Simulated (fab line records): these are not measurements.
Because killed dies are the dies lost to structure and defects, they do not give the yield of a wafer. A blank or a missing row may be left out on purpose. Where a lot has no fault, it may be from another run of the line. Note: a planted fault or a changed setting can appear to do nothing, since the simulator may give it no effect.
Struck lot and sound lot, side by side + flow n5-finfet + 15 out of 1938 route steps
Sound: these wafers, L649.1, L649.3, L649.4. Struck: wafer L644.6 (L644.1, L644.5, from the same lot, were not struck and are left out); the cause is given at the end.
Order at every step that has rows: each side's tool, ch and its chambers, its first start. Under that, the readings that differ: sound wafers + struck wafers + difference of the means + sigmas: that difference in standard deviations of wafers without a fault.
alike: words and numbers the same on both sides, and readings whose means are apart by under 2 such deviations; not compared: readings that were withheld, readings missing a value for some wafer, numbers with overlapping values and no deviation given by the record, and bounds like >300 which may hide the same value.
A row with sigmas, a row that says differs or no value, or rows on one side alone: a step with any of these is where the two part. When numbers do not overlap yet have no deviation, they are printed without sigmas and do not part them. Lack of a reading on every wafer of one side parts them only where that side has two or more wafers.

first, 3 steps without rows for these wafers: N5_FIN_SAQP_STRIP_23 (strips in SPM, time 750 s); N5_FIN_SAQP_SRD_66 (time 30 s); N5_FIN_SAQP_RECESS_75 (chemistry HF/NH3, target SiO2, target depth 14.4 nm, afs cycles 3, sublimation time 60 s).
N5_FIN_SAQP_SPACER1_ALD_24: deposits SiO2, target thk 20.3 nm, pulse time 1 s, purge time 2 s.
  sound on ald-sin-02 ch 0,1,3, day 5 23:22; struck on ald-sin-02 ch 1, day 4 19:28
| reading                    | sound             | struck | difference | sigmas |
|----------------------------|-------------------|--------|------------|--------|
| precursor-pulse-height-rel | 0.971 0.988 1.008 | 1.038  | +0.049     | +2     |
  alike: heater-power-w
N5_FIN_SAQP_SPACER1_ETCHBACK_25: etches SiO2 in CHF3/O2, target depth 24.4 nm, time 12.2 s.
  sound on rie-diel-04 ch 1,2,3, day 6 00:08; struck on rie-diel-06 ch 0, day 4 20:10
  alike: drypump-motor-current-A, oes_ar_750_au, oes-product-au, rf-vpp-V, showerhead-plenum-p-Torr, throttle-valve-pct
  not compared: rf-hours-counter-h
then, 1 step without rows for these wafers: N5_FIN_SAQP_MANDREL1_REMOVE_56 (chemistry HBr/Cl2/O2, target a-Si, stops on SiNx, bt time 10 s).
N5_FIN_SAQP_CD_MEAS_27 targets a cd of 20 nm.
  sound on cd-sem-01 ch 0, day 6 00:20; struck on cd-sem-03 ch 0, day 4 20:22
  alike: cd-nm
N5_FIN_SAQP_ETCH_57: etches SiNx in CH3F/O2, target depth 32.5 nm, time 46.4 s.
  sound on rie-diel-04 ch 1,2,3, day 6 00:23; struck on rie-diel-02 ch 3, day 4 20:25
| reading                         | sound          | struck | difference | sigmas |
|---------------------------------|----------------|--------|------------|--------|
| showerhead-plenum-p-Torr (Torr) | 2.03 1.98 2.05 | 2.13   | +0.11      | +2     |
  alike: drypump-motor-current-A, etch-rf-on-time-s, oes_ar_750_au, oes-product-au, rf-fwd-power-W, rf-vpp-V, throttle-valve-pct
  not compared: rf-hours-counter-h
then, 1 step without rows for these wafers: N5_FIN_SAQP_ETCH_65 (etches SiO2 in CF4, target depth 4 nm, time 4.4 s).
N5_FIN_SAQP_MANDREL_ETCH_58: etches a-Si in HBr/Cl2, stops on SiNx, target depth 45 nm, bt time 10 s, time 27 s.
  sound on rie-si-04 ch 0,2,3, day 6 00:32; struck on rie-si-04 ch 2, day 4 20:34
  alike: drypump-motor-current-A, oes-product-au, rf-fwd-power-W, throttle-valve-pct
  not compared: rf-hours-counter-h
then, 2 steps without rows for these wafers: N5_FIN_SAQP_RECESS_63 (chemistry HF/NH3, target SiO2, target depth 18 nm, afs cycles 3, sublimation time 60 s); N5_FIN_SAQP_COAT_68 (time 60 s, resist thk 100 nm).
N5_FIN_SAQP_ETCH_69: etches SOC in N2/H2, stops on SiNx, target depth 150 nm.
  sound on rie-diel-06 ch 0,2,3, day 6 01:04; struck on rie-diel-04 ch 0, day 4 21:10
| reading                | sound             | struck | difference | sigmas      |
|------------------------|-------------------|--------|------------|-------------|
| rf-fwd-power-W (W)     | 844 844 851       | 1350   | +504       | +99 or more |
| rf-vpp-V (V)           | 240.3 239.8 240.7 | 206.0  | -34.3      | -29         |
| throttle-valve-pct (%) | 17.82 17.71 18.06 | 17.21  | -0.65      | -2          |
  alike: drypump-motor-current-A, oes-product-au, showerhead-plenum-p-Torr
  not compared: rf-hours-counter-h
N5_FIN_SAQP_ETCH_67: etches SiNx in CH3F/O2, target depth 30 nm.
  sound on rie-diel-06 ch 0,2,3, day 6 01:07; struck on rie-diel-04 ch 0, day 4 21:13
| reading                | sound             | struck | difference | sigmas |
|------------------------|-------------------|--------|------------|--------|
| rf-vpp-V (V)           | 295 296 293       | 301    | +6         | +2     |
| throttle-valve-pct (%) | 16.35 16.23 16.51 | 15.84  | -0.52      | -2     |
  alike: drypump-motor-current-A, oes_ar_750_au, oes-product-au, rf-fwd-power-W, showerhead-plenum-p-Torr
  not compared: rf-hours-counter-h
-- here the record skips 10 days between the struck wafers' starts before and after, leaving off in module FIN_SAQP and picking up in module PASSIVATION (first step shown: number 1936 of the route) --
N5_PASSIVATION_PROBE_49:
  the record has rows for the struck wafers here (prober-01, day 15 00:54) and none for the sound ones

== WHERE THEY PART ==
Earliest at N5_FIN_SAQP_SPACER1_ALD_24; latest, in this record, at N5_PASSIVATION_PROBE_49.

WHY: the cause the simulator had injected
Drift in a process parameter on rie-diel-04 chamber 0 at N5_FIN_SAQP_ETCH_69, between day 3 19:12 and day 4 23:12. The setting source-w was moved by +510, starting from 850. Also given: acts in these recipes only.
